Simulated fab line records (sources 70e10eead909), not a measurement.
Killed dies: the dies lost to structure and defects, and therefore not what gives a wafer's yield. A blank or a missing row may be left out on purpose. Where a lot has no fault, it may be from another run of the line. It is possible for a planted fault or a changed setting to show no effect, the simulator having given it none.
The tool behind it: which one? :: flow nandHarc :: 36 wafers from 12 lots sampled at 5 of the route's 1302 steps

WHAT THE GAUGES SHOWED, per wafer
NHARC_END_SORT_01. Usual: defectLimitedYield 91.7 %, standard deviation 2.5; killedAtArray 52, standard deviation 18; killedAtOther 1.0, standard deviation 1.4; killedAtPeriphery 3.1, standard deviation 2.3; killedDies 56, standard deviation 17; killedOpen 3.0, standard deviation 1.7; killedShort 2.5, standard deviation 1.7; sort_bin_2_pct 3.0 %, standard deviation 1.1; sort_bin_3_pct 0.6 %, standard deviation 0.36; sort_bin_4_pct 4.8 %, standard deviation 1.4; sortNPass 621, standard deviation 17; sortRimYieldPct 91 %, standard deviation 4.6; sortYieldPct 91.7 %, standard deviation 2.5.
lot: L816
measured: day 28 10:42
on: prober-01
defectLimitedYield (%): 91.4 82.1 82.0
killedAtArray: 52 30 40
killedAtOther: 2 88 81
killedAtPeriphery: 4 3 1
killedDies: 58 121 122
killedOpen: 5 3 2
killedShort: 1 3 5
sort_bin_2_pct (%): 3.1 8.1 7.4
sort_bin_3_pct (%): 0.7 4.6 4.3
sort_bin_4_pct (%): 4.7 5.2 6.4
sortNPass: 619 556 555
sortRimYieldPct (%): 91 80 81
sortYieldPct (%): 91.4 82.1 82.0
flag: OFF

lot: L817
measured: day 29 04:56
on: prober-02
defectLimitedYield (%): 83.6 95.4 84.8
killedAtArray: 17 27 14
killedAtOther: 93 3 85
killedAtPeriphery: 1 1 4
killedDies: 111 31 103
killedOpen: 3 2 3
killedShort: 0 4 5
sort_bin_2_pct (%): 6.4 2.1 5.2
sort_bin_3_pct (%): 4.9 0 4.4
sort_bin_4_pct (%): 5.2 2.5 5.6
sortNPass: 566 646 574
sortRimYieldPct (%): 85 97 89
sortYieldPct (%): 83.6 95.4 84.8
flag: OFF

WHICH TOOL RAN EACH LOT (tool, then ch and the chambers of the sampled wafers, then the start)
lot: L806
NHARC_THIN_TSV_STRIP_45: plasmaAsher-02 ch 0,1, day 23 11:18
NHARC_THIN_TSV_DEP_47: pecvd-03 ch 0,1, day 23 12:04
NHARC_THIN_TSV_STRIP_62: plasmaAsher-02 ch 0,1, day 23 12:50
NHARC_THIN_TSV_STRIP_56: plasmaAsher-02 ch 0,1, day 23 16:53

lot: L807
NHARC_THIN_TSV_STRIP_45: plasmaAsher-01 ch 0,1, day 24 03:11
NHARC_THIN_TSV_DEP_47: pecvd-02 ch 1,2, day 24 04:01
NHARC_THIN_TSV_STRIP_62: plasmaAsher-02 ch 0,1, day 24 04:44
NHARC_THIN_TSV_STRIP_56: plasmaAsher-01 ch 0,1, day 24 08:34

lot: L812
NHARC_THIN_TSV_STRIP_45: plasmaAsher-01 ch 0,1, day 26 07:02
NHARC_THIN_TSV_DEP_47: pecvd-01 ch 0,1,2, day 26 07:50
NHARC_THIN_TSV_STRIP_62: plasmaAsher-01 ch 0,1, day 26 08:32
NHARC_THIN_TSV_STRIP_56: plasmaAsher-02 ch 0,1, day 26 12:36

lot: L815
NHARC_THIN_TSV_STRIP_45: plasmaAsher-02 ch 0,1, day 27 20:08
NHARC_THIN_TSV_DEP_47: pecvd-02 ch 1,2, day 27 20:48
NHARC_THIN_TSV_STRIP_62: plasmaAsher-02 ch 0,1, day 27 21:38
NHARC_THIN_TSV_STRIP_56: plasmaAsher-01 ch 0,1, day 28 01:33

lot: L816
NHARC_THIN_TSV_STRIP_45: plasmaAsher-01 ch 0, day 27 21:01
NHARC_THIN_TSV_DEP_47: pecvd-01 ch 1,2, day 27 21:50
NHARC_THIN_TSV_STRIP_62: plasmaAsher-01 ch 0,1, day 27 22:35
NHARC_THIN_TSV_STRIP_56: plasmaAsher-02 ch 0,1, day 28 02:37

lot: L817
NHARC_THIN_TSV_STRIP_45: plasmaAsher-01 ch 1, day 28 12:06
NHARC_THIN_TSV_DEP_47: pecvd-03 ch 0,1,2, day 28 12:52
NHARC_THIN_TSV_STRIP_62: plasmaAsher-01 ch 0,1, day 28 13:39
NHARC_THIN_TSV_STRIP_56: plasmaAsher-02 ch 0,1, day 28 17:29

lot: L821
NHARC_THIN_TSV_STRIP_45: plasmaAsher-01 ch 0,1, day 30 00:05
NHARC_THIN_TSV_DEP_47: pecvd-02 ch 0,1,2, day 30 00:50
NHARC_THIN_TSV_STRIP_62: plasmaAsher-02 ch 0,1, day 30 01:35
NHARC_THIN_TSV_STRIP_56: plasmaAsher-02 ch 0,1, day 30 05:32

lot: L823
NHARC_THIN_TSV_STRIP_45: plasmaAsher-02 ch 0,1, day 30 01:10
NHARC_THIN_TSV_DEP_47: pecvd-02 ch 0,2, day 30 02:01
NHARC_THIN_TSV_STRIP_62: plasmaAsher-02 ch 0, day 30 02:44
NHARC_THIN_TSV_STRIP_56: plasmaAsher-02 ch 0,1, day 30 06:32

lot: L825
NHARC_THIN_TSV_STRIP_45: plasmaAsher-01 ch 0,1, day 31 04:37
NHARC_THIN_TSV_DEP_47: pecvd-01 ch 0,1,2, day 31 05:23
NHARC_THIN_TSV_STRIP_62: plasmaAsher-01 ch 0,1, day 31 06:10
NHARC_THIN_TSV_STRIP_56: plasmaAsher-01 ch 0,1, day 31 10:07

lot: L824
NHARC_THIN_TSV_STRIP_45: plasmaAsher-01 ch 0,1, day 31 05:29
NHARC_THIN_TSV_DEP_47: pecvd-02 ch 0,1, day 31 06:23
NHARC_THIN_TSV_STRIP_62: plasmaAsher-01 ch 0,1, day 31 07:06
NHARC_THIN_TSV_STRIP_56: plasmaAsher-02 ch 0,1, day 31 11:11

lot: L826
NHARC_THIN_TSV_STRIP_45: plasmaAsher-01 ch 1, day 31 11:02
NHARC_THIN_TSV_DEP_47: pecvd-01 ch 0,1,2, day 31 11:47
NHARC_THIN_TSV_STRIP_62: plasmaAsher-01 ch 1, day 31 12:38
NHARC_THIN_TSV_STRIP_56: plasmaAsher-01 ch 0,1, day 31 16:55

lot: L829
NHARC_THIN_TSV_STRIP_45: plasmaAsher-02 ch 0, day 33 01:11
NHARC_THIN_TSV_DEP_47: pecvd-02 ch 1,2, day 33 02:06
NHARC_THIN_TSV_STRIP_62: plasmaAsher-02 ch 0,1, day 33 02:49
NHARC_THIN_TSV_STRIP_56: plasmaAsher-02 ch 0,1, day 33 06:37
- NHARC_THIN_TSV_STRIP_45: strips in O2.
- NHARC_THIN_TSV_DEP_47: deposits SiO2, target thk 200 nm.
- NHARC_THIN_TSV_STRIP_62: strips in N2/H2, time 20 s.
- NHARC_THIN_TSV_STRIP_56: strips in O2.

WHAT THE TOOLS THEMSELVES READ (means of the sampled wafers that have a number; where no wafer has one, the mark that the record gives instead)
NHARC_THIN_TSV_STRIP_45. Usual: drypumpMotorCurrentA 5.9 A, standard deviation 0.39; heaterPowerW 328 W, standard deviation 40; tempC 250.00 C, standard deviation 0.19.
lot: L806
tool: plasmaAsher-02
drypumpMotorCurrentA (A): 6.2
heaterPowerW (W): 370
tempC (C): 249.93
flag: 

lot: L807
tool: plasmaAsher-01
drypumpMotorCurrentA (A): 5.7
heaterPowerW (W): 297
tempC (C): 250.08
flag: 

lot: L812
tool: plasmaAsher-01
drypumpMotorCurrentA (A): 5.7
heaterPowerW (W): 297
tempC (C): 249.87
flag: 

lot: L815
tool: plasmaAsher-02
drypumpMotorCurrentA (A): 6.2
heaterPowerW (W): 356
tempC (C): 249.95
flag: 

lot: L816
tool: plasmaAsher-01
drypumpMotorCurrentA (A): 5.9
heaterPowerW (W): 351
tempC (C): 250.08
flag: 

lot: L817
tool: plasmaAsher-01
drypumpMotorCurrentA (A): 5.6
heaterPowerW (W): 274
tempC (C): 249.80
flag: 

lot: L821
tool: plasmaAsher-01
drypumpMotorCurrentA (A): 5.7
heaterPowerW (W): 302
tempC (C): 249.91
flag: 

lot: L823
tool: plasmaAsher-02
drypumpMotorCurrentA (A): 6.2
heaterPowerW (W): 349
tempC (C): 249.67
flag: 

lot: L825
tool: plasmaAsher-01
drypumpMotorCurrentA (A): 5.8
heaterPowerW (W): 329
tempC (C): 250.07
flag: 

lot: L824
tool: plasmaAsher-01
drypumpMotorCurrentA (A): 5.7
heaterPowerW (W): 302
tempC (C): 249.77
flag: 

lot: L826
tool: plasmaAsher-01
drypumpMotorCurrentA (A): 5.6
heaterPowerW (W): 285
tempC (C): 250.05
flag: 

lot: L829
tool: plasmaAsher-02
drypumpMotorCurrentA (A): 6.5
heaterPowerW (W): 376
tempC (C): 250.03
flag: 

NHARC_THIN_TSV_DEP_47. Usual: showerheadVppV 1825 V, standard deviation 71; throttleValvePct 15.8 %, standard deviation 0.44.
lot: L806
tool: pecvd-03
showerheadVppV (V): 1801
throttleValvePct (%): 15.7
flag: 

lot: L807
tool: pecvd-02
showerheadVppV (V): 1846
throttleValvePct (%): 16.2
flag: 

lot: L812
tool: pecvd-01
showerheadVppV (V): 1811
throttleValvePct (%): 15.7
flag: 

lot: L815
tool: pecvd-02
showerheadVppV (V): 1849
throttleValvePct (%): 16.5
flag: 

lot: L816
tool: pecvd-01
showerheadVppV (V): 1754
throttleValvePct (%): 15.8
flag: 

lot: L817
tool: pecvd-03
showerheadVppV (V): 1769
throttleValvePct (%): 15.5
flag: 

lot: L821
tool: pecvd-02
showerheadVppV (V): 1875
throttleValvePct (%): 16.1
flag: 

lot: L823
tool: pecvd-02
showerheadVppV (V): 1871
throttleValvePct (%): 16.4
flag: 

lot: L825
tool: pecvd-01
showerheadVppV (V): 1811
throttleValvePct (%): 15.7
flag: 

lot: L824
tool: pecvd-02
showerheadVppV (V): 1923
throttleValvePct (%): 15.6
flag: 

lot: L826
tool: pecvd-01
showerheadVppV (V): 1798
throttleValvePct (%): 15.9
flag: 

lot: L829
tool: pecvd-02
showerheadVppV (V): 1886
throttleValvePct (%): 16.3
flag: 

NHARC_THIN_TSV_STRIP_62. Usual: drypumpMotorCurrentA 5.9 A, standard deviation 0.44; heaterPowerW 333 W, standard deviation 40; tempC 250.03 C, standard deviation 0.2.
lot: L806
tool: plasmaAsher-02
drypumpMotorCurrentA (A): 5.8
heaterPowerW (W): 337
tempC (C): 250.19
flag: 

lot: L807
tool: plasmaAsher-02
drypumpMotorCurrentA (A): 5.8
heaterPowerW (W): 338
tempC (C): 250.13
flag: 

lot: L812
tool: plasmaAsher-01
drypumpMotorCurrentA (A): 5.9
heaterPowerW (W): 327
tempC (C): 250.10
flag: 

lot: L815
tool: plasmaAsher-02
drypumpMotorCurrentA (A): 5.8
heaterPowerW (W): 328
tempC (C): 249.87
flag: 

lot: L816
tool: plasmaAsher-01
drypumpMotorCurrentA (A): 5.7
heaterPowerW (W): 301
tempC (C): 250.05
flag: 

lot: L817
tool: plasmaAsher-01
drypumpMotorCurrentA (A): 5.7
heaterPowerW (W): 298
tempC (C): 250.06
flag: 

lot: L821
tool: plasmaAsher-02
drypumpMotorCurrentA (A): 6.2
heaterPowerW (W): 350
tempC (C): 250.14
flag: 

lot: L823
tool: plasmaAsher-02
drypumpMotorCurrentA (A): 6.5
heaterPowerW (W): 376
tempC (C): 250.12
flag: 

lot: L825
tool: plasmaAsher-01
drypumpMotorCurrentA (A): 5.7
heaterPowerW (W): 307
tempC (C): 249.88
flag: 

lot: L824
tool: plasmaAsher-01
drypumpMotorCurrentA (A): 5.9
heaterPowerW (W): 322
tempC (C): 250.23
flag: 

lot: L826
tool: plasmaAsher-01
drypumpMotorCurrentA (A): 5.6
heaterPowerW (W): 286
tempC (C): 249.87
flag: 

lot: L829
tool: plasmaAsher-02
drypumpMotorCurrentA (A): 5.8
heaterPowerW (W): 326
tempC (C): 250.09
flag: 

NHARC_THIN_TSV_STRIP_56. Usual: drypumpMotorCurrentA 5.9 A, standard deviation 0.4; heaterPowerW 329 W, standard deviation 39; tempC 250.01 C, standard deviation 0.17.
lot: L806
tool: plasmaAsher-02
drypumpMotorCurrentA (A): 5.8
heaterPowerW (W): 337
tempC (C): 250.11
flag: 

lot: L807
tool: plasmaAsher-01
drypumpMotorCurrentA (A): 5.8
heaterPowerW (W): 321
tempC (C): 250.21
flag: 

lot: L812
tool: plasmaAsher-02
drypumpMotorCurrentA (A): 5.8
heaterPowerW (W): 328
tempC (C): 249.96
flag: 

lot: L815
tool: plasmaAsher-01
drypumpMotorCurrentA (A): 5.8
heaterPowerW (W): 327
tempC (C): 249.93
flag: 

lot: L816
tool: plasmaAsher-02
drypumpMotorCurrentA (A): 5.8
heaterPowerW (W): 334
tempC (C): 249.97
flag: 

lot: L817
tool: plasmaAsher-02
drypumpMotorCurrentA (A): 6.2
heaterPowerW (W): 355
tempC (C): 249.81
flag: 

lot: L821
tool: plasmaAsher-02
drypumpMotorCurrentA (A): 5.8
heaterPowerW (W): 331
tempC (C): 249.91
flag: 

lot: L823
tool: plasmaAsher-02
drypumpMotorCurrentA (A): 5.8
heaterPowerW (W): 327
tempC (C): 250.11
flag: 

lot: L825
tool: plasmaAsher-01
drypumpMotorCurrentA (A): 5.8
heaterPowerW (W): 328
tempC (C): 250.04
flag: 

lot: L824
tool: plasmaAsher-02
drypumpMotorCurrentA (A): 6.2
heaterPowerW (W): 356
tempC (C): 249.97
flag: 

lot: L826
tool: plasmaAsher-01
drypumpMotorCurrentA (A): 5.7
heaterPowerW (W): 311
tempC (C): 249.87
flag: 

lot: L829
tool: plasmaAsher-02
drypumpMotorCurrentA (A): 6.2
heaterPowerW (W): 353
tempC (C): 250.04
flag: 

THE ANSWER, worked out from the rows above alone
Rule: take the mean of a lot's wafers that have a number; if it is more than 3 standard deviations from the usual mean, the lot is off. A lot without any number at a reading at which 4 lots or more have one is off too. All remaining lots with rows at the step are treated as sound. After the gauges, taken in route order, come the tools' own readings; for these a lot's mean is taken, as printed above. At the first step where some lot is off, the reading lying furthest off is the one used; lots without a number count as furthest.
Off, at NHARC_END_SORT_01 on killedAtOther: L816, L817. Neither off nor sound, because the step has no rows for them: L806, L807, L812, L815, L821, L823, L825, L824, L826, L829.
If a tool, at a process step before that reading, ran all the lots that are off and no sound lot after the first of them, it fits. The gauges at NHARC_END_SORT_01 are tried like those tools. Undecided on this evidence; 2 tools fit (plasmaAsher-01 at NHARC_THIN_TSV_STRIP_45 and NHARC_THIN_TSV_STRIP_62, plasmaAsher-02 at NHARC_THIN_TSV_STRIP_56).

WHAT HAD BEEN PUT IN BY THE SIMULATOR
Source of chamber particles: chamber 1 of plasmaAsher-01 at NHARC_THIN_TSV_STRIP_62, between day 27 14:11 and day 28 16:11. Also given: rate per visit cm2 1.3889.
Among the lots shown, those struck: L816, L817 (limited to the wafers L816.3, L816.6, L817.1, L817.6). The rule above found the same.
